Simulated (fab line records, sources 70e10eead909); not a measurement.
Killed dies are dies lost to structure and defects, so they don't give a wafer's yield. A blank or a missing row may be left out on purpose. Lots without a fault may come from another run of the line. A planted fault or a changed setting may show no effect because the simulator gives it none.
A struck lot beside a sound one | flow nand_harc | 43 steps out of a route of 1302
Sound: wafers L645.3, L645.5, L645.6. Struck: wafers L656.3, L656.5, L656.6. The cause comes at the end.
At each step with rows: each side's tool, then ch and its chambers, then its first start. Under that, the readings that differ: sound wafers | struck wafers | difference of the means | sigmas: that difference in standard deviations of wafers without a fault.
alike: readings whose means differ by less than 2 such deviations, and words and numbers that are the same on both sides. not compared: withheld readings, readings that some wafer has no value for, bounds like >300 that may hide the same value, and numbers for which the record gives no deviation and whose values overlap.
The two part at a step that has a row with sigmas, a row that says differs or no value, or rows on one side only. Numbers that don't overlap but have no deviation are shown without sigmas and don't part them. A reading that every wafer of one side lacks parts them only if that side has two wafers or more.

first, 4 steps without rows for these wafers: NHARC_A_CONTACT_EBR_65; NHARC_A_CONTACT_EXPOSE_66 (exposes mask A CC 2); NHARC_A_CONTACT_PEB_67 (peb time 65 s); NHARC_A_CONTACT_DEVELOP_68 (develop time 35 s).
NHARC_A_CONTACT_CD_MEAS_69: target cd 300 nm.
  sound on cd_sem-01 ch 0, day 22 13:32; struck on cd_sem-03 ch 0, day 27 03:19
  alike: cd_nm
NHARC_A_CONTACT_OVL_MEAS_70:
  sound on overlay-01, day 22 13:37; struck on overlay-01, day 27 03:24
  alike: overlay_x_nm, overlay_y_nm
NHARC_A_CONTACT_INSPECT_71:
  sound on defect_inspect-02, day 22 13:39; struck on defect_inspect-01, day 27 03:26
  alike: raw_defect_count
NHARC_A_CONTACT_DESCUM_74: chemistry O2, time 3 s.
  sound on rie_diel-03 ch 2,3, day 22 13:43; struck on rie_diel-03 ch 0,1, day 27 03:30
  reading                         | sound          | struck         | difference | sigmas
  showerhead_plenum_p_Torr (Torr) | 1.90 1.87 1.90 | 2.06 1.90 2.06 | +0.12      | +2
  alike: drypump_motor_current_A, oes_product_au, rf_vpp_V, throttle_valve_pct
  not compared: rf_hours_counter_h
then, 1 step without rows for these wafers: NHARC_A_CONTACT_ETCH_75 (etches the open film in CF4, target depth 39 nm, time 65 s).
NHARC_A_CONTACT_ETCH_76: etches the open film in N2/H2, target depth 260 nm, time 475.3 s.
  sound on rie_diel-03 ch 1,2; struck on rie_diel-03 ch 2,3
  reading                         | sound             | struck            | difference | sigmas
  oes_product_au (a.u.)           | 0.988 0.984 0.993 | 1.004 1.009 1.011 | +0.020     | +2
  showerhead_plenum_p_Torr (Torr) | 2.21 2.21 2.02    | 1.98 2.01 1.98    | -0.16      | -2
  alike: drypump_motor_current_A, rf_vpp_V, throttle_valve_pct
  not compared: rf_hours_counter_h
then, 2 steps without rows for these wafers: NHARC_A_CONTACT_ETCH_77 (etches the open film in CF4/CHF3, target depth 108.9 nm, time 54.5 s); NHARC_A_CONTACT_ETCH_78 (etches the open film in O2/COS, target depth 5300 nm, time 1378 s).
NHARC_A_CONTACT_ETCH_124: etches the open film in C4F8/O2/Ar, time 140 s, target depth 700 nm.
  sound on har_cap_etch-03 ch 0,1, day 22 16:14; struck on har_cap_etch-03 ch 0,1, day 27 05:08
  not compared: rf_hours_counter_h
then, 2 steps without rows for these wafers: NHARC_A_CONTACT_ETCH_125 (etches the open film in C4F8/O2/Ar, time 197 s, target depth 1918 nm); NHARC_A_CONTACT_ETCH_126 (etches the open film in C4F8/O2/Ar, time 197 s, target depth 1918 nm).
NHARC_A_CONTACT_ETCH_127: etches the open film in C4F8/O2/Ar, time 197 s, target depth 1918 nm.
  sound on har_cap_etch-03 ch 0,1, day 22 16:47; struck on har_cap_etch-03 ch 0,1, day 27 05:40
  not compared: rf_hours_counter_h
then, 8 steps without rows for these wafers: NHARC_A_CONTACT_ETCH_128 (etches the open film in C4F8/O2/Ar, time 197 s, target depth 1918 nm); NHARC_A_CONTACT_ETCH_129 (etches the open film in C4F8/O2/Ar, time 197 s, target depth 1918 nm); NHARC_A_CONTACT_ETCH_130 (etches the open film in C4F8/O2/Ar, time 197 s, target depth 1918 nm); NHARC_A_CONTACT_ETCH_131 (etches the open film in C4F8/O2/Ar, time 197 s, target depth 1918 nm); NHARC_A_CONTACT_ETCH_132 (etches the open film in C4F8/O2/Ar, time 197 s, target depth 1924 nm); NHARC_A_CONTACT_ETCH_133 (etches the open film in C4F8/O2/Ar, time 374 s, target depth 1610 nm); NHARC_A_CONTACT_ETCH_91 (etches the open film in CH3F/O2, target depth 40 nm, time 85.7 s); NHARC_A_CONTACT_ETCH_97 (etches the open film in C4F6/O2, target depth 20 nm, time 10 s).
NHARC_A_CONTACT_CD_MEAS_80:
  sound on cd_sem-03, day 22 18:52; struck on cd_sem-02, day 27 07:38
  alike: cd_nm
then, 6 steps without rows for these wafers: NHARC_A_CONTACT_STRIP_103 (strips in N2/H2); NHARC_A_CONTACT_STRIP_104 (strips in CF4/CHF3); NHARC_A_CONTACT_STRIP_105 (strips in O2/COS); NHARC_A_CONTACT_ETCH_106 (etches the open film in CF4/O2, target depth 90 nm, overetch 9 nm, time 49.5 s); NHARC_A_CONTACT_STRIP_82 (strips in O2); NHARC_A_CONTACT_STRIP_83 (strips in post etch residue remover, time 600 s).
NHARC_A_CONTACT_DEP_84: deposits aC, target thk 2800 nm.
  sound on acl_dep-02 ch 0, day 22 20:22; struck on acl_dep-01 ch 0, day 27 09:35
  alike: throttle_valve_pct
NHARC_A_CONTACT_DEP_85: deposits SiON, target thk 60 nm.
  sound on pecvd-04 ch 0,2, day 22 21:32; struck on pecvd-02 ch 0,1,2, day 27 10:48
  alike: heater_power_w
then, 9 steps without rows for these wafers: NHARC_A_CONTACT_DEHYDRATE_00 (time 120 s); NHARC_A_CONTACT_HMDS_01 (time 30 s); NHARC_A_CONTACT_COAT_86 (time 75 s); NHARC_A_CONTACT_COAT_87 (time 65 s); NHARC_A_CONTACT_COAT_02 (resist thk 90 nm); NHARC_A_CONTACT_SOFTBAKE_03 (time 55 s); NHARC_A_CONTACT_EBR_04; NHARC_A_CONTACT_EXPOSE_05 (exposes mask A CC); NHARC_A_CONTACT_PEB_06 (peb time 65 s).
-- the record jumps here: 2 days lie between the struck wafers' starts before and after (it left off in module A_CONTACT and takes up again in module END, whose first step shown is number 1302 of the route) --
NHARC_END_SORT_01:
  sound on prober-02 ch 0, day 25 02:29; struck on prober-02 ch 0, day 29 15:47
  alike: killed_at_array, killed_at_other, killed_at_periphery, killed_dies, killed_open, killed_short

WHERE THEY PART
First at NHARC_A_CONTACT_DESCUM_74; last, within this record, at NHARC_A_CONTACT_ETCH_76. Later steps at which nothing parts them and some readings are alike: NHARC_A_CONTACT_CD_MEAS_80, NHARC_A_CONTACT_DEP_84, NHARC_A_CONTACT_DEP_85, NHARC_END_SORT_01.

WHY: what the simulator had put in
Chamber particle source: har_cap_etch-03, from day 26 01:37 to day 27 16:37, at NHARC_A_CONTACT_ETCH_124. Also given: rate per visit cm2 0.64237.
